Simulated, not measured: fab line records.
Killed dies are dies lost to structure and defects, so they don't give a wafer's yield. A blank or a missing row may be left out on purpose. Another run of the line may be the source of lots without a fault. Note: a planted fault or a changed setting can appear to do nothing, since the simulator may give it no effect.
Split-lot study    flow n5Finfet    route with 1938 steps; 7 lots, 39 wafers read

== SPLIT DETAILS ==
At N5_SD_EPI_N_SD_RECESS_17 (chemistry HBr/Cl2/O2, target depth 41 nm, time 23.7 s, bt time 3 s), the setting timeS was moved away from the recipe's 23.7 s on 15 of the 39 wafers read, by -9.5% to +9.4%. The other wafers ran this setting at the recipe's value.

== FROM THE SPLIT TO THE READING: what the file shows between them, 2 steps ==
- N5_SD_EPI_N_STRIP_38: strips in N2/H2
- N5_SD_EPI_N_WET_ETCH_43: etches SiO2 in dHF, time 14 s, target depth 1.5 nm

== THE READING ==
Si_of_WELL_APT_EPI_41.thkNm (the simulator's own value, which no gauge read), in nm, at N5_SD_EPI_N_STRIP_18 (strips in SPM, time 750 s). No usual value for it is given in the file. Across the 24 wafers here that went through the recipe, the average is 7.8 nm and the standard deviation 0.85 nm.

wafer   tool, chamber at the split  timeS as run, s  against the recipe  Si_of_WELL_APT_EPI_41.thkNm, nm  against lot-mates on the recipe
L075.2  rieSi-02, 0                 23.7             recipe              8                                -
L075.4  rieSi-02, 1                 23.7             recipe              8                                -
L075.5  rieSi-02, 0                 23.7             recipe              7.2                              -
L076.1  rieSi-02, 0                 23.7             recipe              6.8                              -
L076.2  rieSi-02, 2                 23.7             recipe              6.6                              -
L076.6  rieSi-02, 0                 23.7             recipe              6.6                              -
L076.3  rieSi-02, 1                 23.7             recipe              7.2                              -
L076.4  rieSi-02, 1                 23.7             recipe              7                                -
L076.5  rieSi-02, 2                 23.7             recipe              6                                -
L077.1  rieSi-04, 0                 21.44            -9.5%               11.8                             +3.9
L077.2  rieSi-04, 2                 23.7             recipe              8                                -
L077.3  rieSi-04, 3                 21.44            -9.5%               11.6                             +3.7
L077.4  rieSi-04, 1                 21.44            -9.5%               12.2                             +4.3
L077.5  rieSi-04, 0                 23.7             recipe              7.8                              -
L077.6  rieSi-04, 1                 23.7             recipe              7.8                              -
L084.1  rieSi-04, 1                 24.93            +5.2%               4.8                              -3.3
L084.2  rieSi-04, 3                 23.7             recipe              8.2                              -
L084.3  rieSi-04, 0                 24.93            +5.2%               5.4                              -2.7
L084.4  rieSi-04, 2                 23.7             recipe              8                                -
L084.6  rieSi-04, 1                 23.7             recipe              8                                -
L084.5  rieSi-04, 2                 24.93            +5.2%               5.6                              -2.5
L085.1  rieSi-05, 3                 23.7             recipe              8                                -
L085.2  rieSi-05, 1                 23.7             recipe              8.8                              -
L085.3  rieSi-05, 0                 25.14            +6.1%               5.2                              -2.8
L085.4  rieSi-05, 2                 23.7             recipe              7.2                              -
L085.5  rieSi-05, 0                 25.14            +6.1%               4.4                              -3.6
L085.6  rieSi-05, 1                 25.14            +6.1%               6.4                              -1.6
L090.1  rieSi-02, 3                 25.93            +9.4%               4                                -3.9
L090.2  rieSi-02, 2                 23.7             recipe              7.4                              -
L090.3  rieSi-02, 1                 25.93            +9.4%               4.8                              -3.1
L090.4  rieSi-02, 0                 25.93            +9.4%               4.2                              -3.7
L090.5  rieSi-02, 3                 23.7             recipe              8                                -
L090.6  rieSi-02, 0                 23.7             recipe              8.2                              -
L095.1  rieSi-05, 0                 24.28            +2.4%               7.6                              -1.7
L095.6  rieSi-05, 3                 24.28            +2.4%               7.6                              -1.7
L095.2  rieSi-05, 2                 23.7             recipe              9.4                              -
L095.3  rieSi-05, 3                 23.7             recipe              8.8                              -
L095.4  rieSi-05, 1                 23.7             recipe              9.6                              -
L095.5  rieSi-05, 0                 24.28            +2.4%               7.4                              -1.9

FIT RESULTS
A straight line over all 39 wafers: Si_of_WELL_APT_EPI_41.thkNm changes by -0.404 nm for each +1% of timeS; r = -0.91; the points scatter about the line by 0.79 nm.
The same after taking each lot's own level away (the mean of its wafers on the recipe; 39 wafers): -0.422 nm for each +1%; r = -0.97; scatter 0.5 nm.
The reading moves by 4 nm for the largest change in timeS, on that fit.
Across the lots, their own levels run from 6.70 to 9.27 nm, a range of 3.0 times the standard deviation given above.
Consequently the slope shifts little with the lot-to-lot level, the two slopes agreeing.
Check: with one of the wafers moved furthest among these (-9.5%) left out of the fit, the line predicts +3.96 nm for it against its lot-mates. It came out at +3.93 nm against them.

== ADDITIONAL SPLITS CARRIED BY THESE WAFERS ==
Before the reading, these wafers also passed through other splits. Each is held against what the fit with the lots' levels taken away leaves over:
other split on the same wafers        wafers away from the commonest value  r with Si_of_WELL_APT_EPI_41.thkNm (lot level and that fit taken away)
N5_PMOS_HMC_CHANNEL_EPI_EPI_20 tempC  12                                    -0.17
N5_DUMMY_GATE_EXPOSE_12 doseMj        18                                    -0.04
N5_DUMMY_GATE_ETCH_32 timeS           15                                    -0.05

== THE WHOLE CHAIN: every reading that the file lists as answering this split, in the file's order ==
step                      what it does                                                        reading                                                                       change (the file's fit)                r (the file's)
N5_SD_EPI_N_SD_RECESS_17  chemistry HBr/Cl2/O2, target depth 41 nm, time 23.7 s, bt time 3 s  etch.depthNm (the simulator's own value, which no gauge read)                 +0.412 nm for each +1% of the setting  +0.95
N5_SD_EPI_N_SD_RECESS_17  chemistry HBr/Cl2/O2, target depth 41 nm, time 23.7 s, bt time 3 s  SD_EPI_N.featureDepthNm (the simulator's own value, which no gauge read)      +0.409 nm for each +1% of the setting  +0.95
N5_SD_EPI_N_SD_RECESS_17  chemistry HBr/Cl2/O2, target depth 41 nm, time 23.7 s, bt time 3 s  Si_of_WELL_APT_EPI_41.thkNm (the simulator's own value, which no gauge read)  -0.422 nm for each +1% of the setting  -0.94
N5_SD_EPI_N_STRIP_18      strips in SPM, time 750 s                                           Si_of_WELL_APT_EPI_41.thkNm (the simulator's own value, which no gauge read)  -0.427 nm for each +1% of the setting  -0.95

== FILE'S OWN FIT ==
Si_of_WELL_APT_EPI_41.thkNm changes by -0.427 nm for each +1% of timeS, r = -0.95.
